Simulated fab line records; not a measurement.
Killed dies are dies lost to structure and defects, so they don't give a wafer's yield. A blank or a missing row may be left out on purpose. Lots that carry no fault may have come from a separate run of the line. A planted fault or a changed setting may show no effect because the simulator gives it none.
Problem report, 8D (eight disciplines) form, completed by code    flow nand-harc    the parts of the form that need people (team, actions taken, sign-off) are left out

## 1. WHAT WENT WRONG
Wafers without a fault read 200.8 nm, standard deviation 2.8; thk-nm at NHARC_A_ONON_D2_THK_MEAS_34 reads a mean of 223.4 nm on 6 wafers belonging to 2 lots. That puts it +8.1 standard deviations away from the usual mean.
The step: measures by ellipsometry.
Earliest sighting: wafer L499.2 on film-metro-01 at day 20 04:08. The record holds 36 wafers of 12 lots with a number at this step. Rule for "out", or "out of limits": more than 4 standard deviations from the usual mean. Any other wafer with a number is counted as sound.

## 2. WHAT IT IS, AND WHAT IT ISN'T
question                     is                      is not
which readings at this step  thk-nm                  -
which lots                   L499, L503              L485, L486, L489, L490, L491, L493, L494, L495, L497, L506
which wafers of those lots   all that have a number  -
read on which gauges         film-metro-01           film-metro-02
when                         from day 20 04:08       up to then (27 sound wafers); but 3 sound wafers of L506 came after

## 3. SUSPECTS, AND WHAT RULES EACH OUT
Counting: a tool at any process step up to the reading remains a suspect when it ran all the lots that are out and ran no sound lot after the first of those.
- the gauge at NHARC_A_ONON_D2_THK_MEAS_34: ruled out. All the wafers that are out were read on film-metro-01, but those of them that NHARC_A_ONON_D2_DEP_33 has rows for are out there too, on other tools.
- pecvd-01 at NHARC_A_DECK1_JOINT_DEP_16 (deposits SiO2, target thk 45 nm): ruled out as a lasting fault. The sound lots L506 went through it after L499, its earliest lot that is out (day 19 14:51).
- pecvd-03 at NHARC_A_ONON_D2_DEP_33 (deposits SiO2, target thk 200 nm): kept. It processed each lot that is out, first L499 at day 20 03:49, and no sound lot thereafter; up to then, the last sound lot it processed was L497 at day 19 04:46. Its own rf-fwd-power-W readings are out on those wafers.
Remaining after the count: pecvd-03 at NHARC_A_ONON_D2_DEP_33.

## 4. THE CAUSE (what the simulator had put in)
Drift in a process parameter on pecvd-03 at NHARC_A_ONON_D2_DEP_33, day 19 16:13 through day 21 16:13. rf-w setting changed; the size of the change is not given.
After counting, this tool was the only one left.

## 5. THE EFFECT CHAIN, in route order
Each row: a reading where the mean over the struck wafers with a number is more than 3 standard deviations away from the usual. Scope: only readings with a usual standard deviation given in the record; hours: median across lots of the time from each lot's start at the first step in this table that gives one to its start at this step; sigmas: change in usual standard deviations.
hours  step                         reading           usual     on struck wafers  change  sigmas
0      NHARC_A_ONON_D2_DEP_33       rf-fwd-power-W    898.2 W   1258.0            +359.8  +99 or more
0      NHARC_A_ONON_D2_DEP_33       showerhead-vpp-V  1788 V    2104              +316    +4.7
0      NHARC_A_ONON_D2_THK_MEAS_34  thk-nm            200.8 nm  223.4             +22.6   +8.1
Here are the process steps it includes:
- NHARC_A_ONON_D2_DEP_33: deposits SiO2, target thk 200 nm.

## 6. HOW IT WOULD HAVE BEEN CAUGHT EARLIER
12 hours passed between the start of the fault at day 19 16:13 and the first reading out of limits at a measuring or inspecting step in this record, taken at day 20 04:08.
Tool's own readings at NHARC_A_ONON_D2_DEP_33, rf-fwd-power-W: out on all struck wafers the step has rows for; an alarm limit on them would have tripped on the first.
Among the 2 lots that are out, L503 began NHARC_A_ONON_D2_DEP_33 on pecvd-03 after day 20 04:08. Putting the tool on hold at that point would have spared it.
